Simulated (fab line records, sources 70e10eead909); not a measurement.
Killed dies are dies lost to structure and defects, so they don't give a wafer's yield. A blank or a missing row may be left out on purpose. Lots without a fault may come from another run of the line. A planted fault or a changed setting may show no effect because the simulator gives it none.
A struck lot beside a sound one | flow nand_harc | 15 steps out of a route of 1302
Sound: wafers L316.1, L316.2, L316.6. Struck: wafers L326.3, L326.4. (L326.6 of the same lot was not struck and is left out.) The cause comes at the end.
At each step with rows: each side's tool, then ch and its chambers, then its first start. Under that, the readings that differ: sound wafers | struck wafers | difference of the means | sigmas: that difference in standard deviations of wafers without a fault.
alike: readings whose means differ by less than 2 such deviations, and words and numbers that are the same on both sides. not compared: withheld readings, readings that some wafer has no value for, bounds like >300 that may hide the same value, and numbers for which the record gives no deviation and whose values overlap.
The two part at a step that has a row with sigmas, a row that says differs or no value, or rows on one side only. Numbers that don't overlap but have no deviation are shown without sigmas and don't part them. A reading that every wafer of one side lacks parts them only if that side has two wafers or more.

NHARC_A_BLC_INSPECT_12:
  sound on defect_inspect-02, day 26 20:40; struck on defect_inspect-01, day 31 01:35
  alike: raw_defect_count
NHARC_A_BLC_DESCUM_15: chemistry O2, time 3 s.
  sound on rie_diel-10 ch 0,1, day 26 20:43; struck on rie_diel-03 ch 0,3, day 31 01:40
  alike: drypump_motor_current_A, oes_product_au, rf_vpp_V, showerhead_plenum_p_Torr, throttle_valve_pct
  not compared: rf_hours_counter_h
NHARC_A_BLC_ETCH_16: etches the open film in CF4, target depth 39 nm, time 65 s.
  sound on rie_diel-10 ch 0,1,3, day 26 20:49; struck on rie_diel-03 ch 0,3, day 31 01:46
  alike: drypump_motor_current_A, oes_product_au, rf_vpp_V, showerhead_plenum_p_Torr, throttle_valve_pct
  not compared: rf_hours_counter_h
NHARC_A_BLC_ETCH_17: etches the open film in N2/H2, target depth 390 nm, time 609.38 s.
  sound on rie_diel-10 ch 0,2; struck on rie_diel-03 ch 3
  reading                     | sound       | struck  | difference | sigmas
  drypump_motor_current_A (A) | 6.2 5.9 6.2 | 5.4 5.5 | -0.7       | -2
  alike: oes_product_au, rf_vpp_V, showerhead_plenum_p_Torr, throttle_valve_pct
  not compared: rf_hours_counter_h
NHARC_A_BLC_ETCH_18: etches the open film in C4F8/O2/Ar, target depth 910 nm.
  sound on rie_diel-10 ch 1,2,3; struck on rie_diel-03 ch 2
  alike: oes_product_au, rf_vpp_V
  not compared: rf_hours_counter_h
NHARC_A_BLC_CD_MEAS_19:
  sound on cd_sem-03, day 26 21:41; struck on cd_sem-03, day 31 02:49
  alike: cd_nm
then, 6 steps without rows for these wafers: NHARC_A_BLC_STRIP_29 (strips in CF4); NHARC_A_BLC_STRIP_21 (strips in O2); NHARC_A_BLC_STRIP_22 (strips in post etch residue remover, time 600 s); NHARC_A_BLC_DEGAS_30 (time 60 s); NHARC_A_BLC_PRE_CLEAN_31 (time 15 s); NHARC_A_BLC_PVD_32 (deposits Ti, target thk 5 nm, time 17.7 s).
NHARC_A_BLC_ALD_23: deposits TiN, target thk 3 nm, pulse time 1 s, ald cycles 150.
  sound on ald_metal-01 ch 0,2,3, day 26 22:34; struck on ald_metal-01 ch 2,3, day 31 03:40
  reading    | sound       | struck | difference | sigmas
  ald_cycles | 150 150 150 | 67 67  | -83        |
  alike: heater_power_w, precursor_pulse_height_rel
NHARC_A_BLC_CVD_24: deposits W, target thk 150 nm, time 434 s.
  sound on cvd_w-01 ch 0,1; struck on cvd_w-02 ch 0,1
  alike: heater_power_w, throttle_valve_pct
-- the record jumps here: 2 days lie between the struck wafers' starts before and after (it left off in module A_BLC and takes up again in module END, whose first step shown is number 1302 of the route) --
NHARC_END_SORT_01:
  the record has rows for the struck wafers here (prober-02 ch 0, day 33 07:46) and none for the sound ones

WHERE THEY PART
First at NHARC_A_BLC_ETCH_17; last, within this record, at NHARC_END_SORT_01.

WHY: what the simulator had put in
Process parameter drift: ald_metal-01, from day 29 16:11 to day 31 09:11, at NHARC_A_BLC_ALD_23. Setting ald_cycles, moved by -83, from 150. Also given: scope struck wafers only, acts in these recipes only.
